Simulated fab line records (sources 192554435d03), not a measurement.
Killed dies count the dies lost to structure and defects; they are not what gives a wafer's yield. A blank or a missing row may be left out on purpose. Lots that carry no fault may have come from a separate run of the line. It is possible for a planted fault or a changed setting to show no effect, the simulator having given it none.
Chamber matching + flow n5-finfet + ald-metal-04 running N5_BEOL_M6_ALD_77: 4 sister chambers
The step deposits TaN, target thk 2 nm, pulse time 2 s, purge time 3 s. 7 wafers are shown with their chamber, then 10 later ones without.

== EACH WAFER AND ITS CHAMBER ==
| wafer  | chamber | heater-power-w (W) | precursor-vessel-pressure-torr (Torr) |
|--------|---------|--------------------|---------------------------------------|
| L079.2 | 0       | 393                | 26.28                                 |
| L080.1 | 3       | 420                | 26.26                                 |
| L080.4 | 2       | 453                | 26.29                                 |
| L081.2 | 3       | 411                | 26.15                                 |
| L081.6 | 1       | 428                | 26.22                                 |
| L084.1 | 1       | 422                | 26.28                                 |
| L084.2 | 2       | 454                | 26.28                                 |

== WAFERS MISSING THEIR CHAMBER ==
| wafer  | heater-power-w (W) | precursor-vessel-pressure-torr (Torr) |
|--------|--------------------|---------------------------------------|
| L084.5 | 402                | 26.18                                 |
| L090.2 | 415                | 26.27                                 |
| L090.3 | 397                | 26.26                                 |
| L090.5 | 396                | 26.21                                 |
| L095.1 | 424                | 26.26                                 |
| L095.2 | 461                | 26.25                                 |
| L095.3 | 417                | 26.25                                 |
| L097.1 | 406                | 26.25                                 |
| L097.3 | 407                | 26.25                                 |
| L097.4 | 455                | 26.26                                 |

== EACH ONE'S CHAMBER ==
| wafer  | from the rows above          | in truth |
|--------|------------------------------|----------|
| L084.5 | can't be placed: 0 or 3      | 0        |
| L090.2 | can't be placed: 3 or 1      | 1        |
| L090.3 | 0                            | 0        |
| L090.5 | 0                            | 0        |
| L095.1 | can't be placed: 1 or 3      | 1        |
| L095.2 | 2                            | 2        |
| L095.3 | can't be placed: 3 or 1      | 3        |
| L097.1 | can't be placed: 3 or 0 or 1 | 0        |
| L097.3 | can't be placed: 3 or 0 or 1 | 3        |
| L097.4 | 2                            | 2        |
Placed correctly: 4 of 10. Cannot be placed on the basis of these rows: 6; the candidates contain the true chamber in 6. Number placed wrongly: 0.
How it was worked out, from the rows above alone: a wafer's distance from a chamber is the root of the sum, over the readings, of the square of ((its reading less the chamber's mean) divided by the reading's scatter). If the next closest chamber is less than 2 further off than the closest, the wafer can't be placed; otherwise it belongs to the closest. A chamber's mean is the mean of its shown wafers. The scatter: the root of (the sum of the squares of (reading less its chamber's mean) over the shown wafers, divided by (wafers less chambers)).
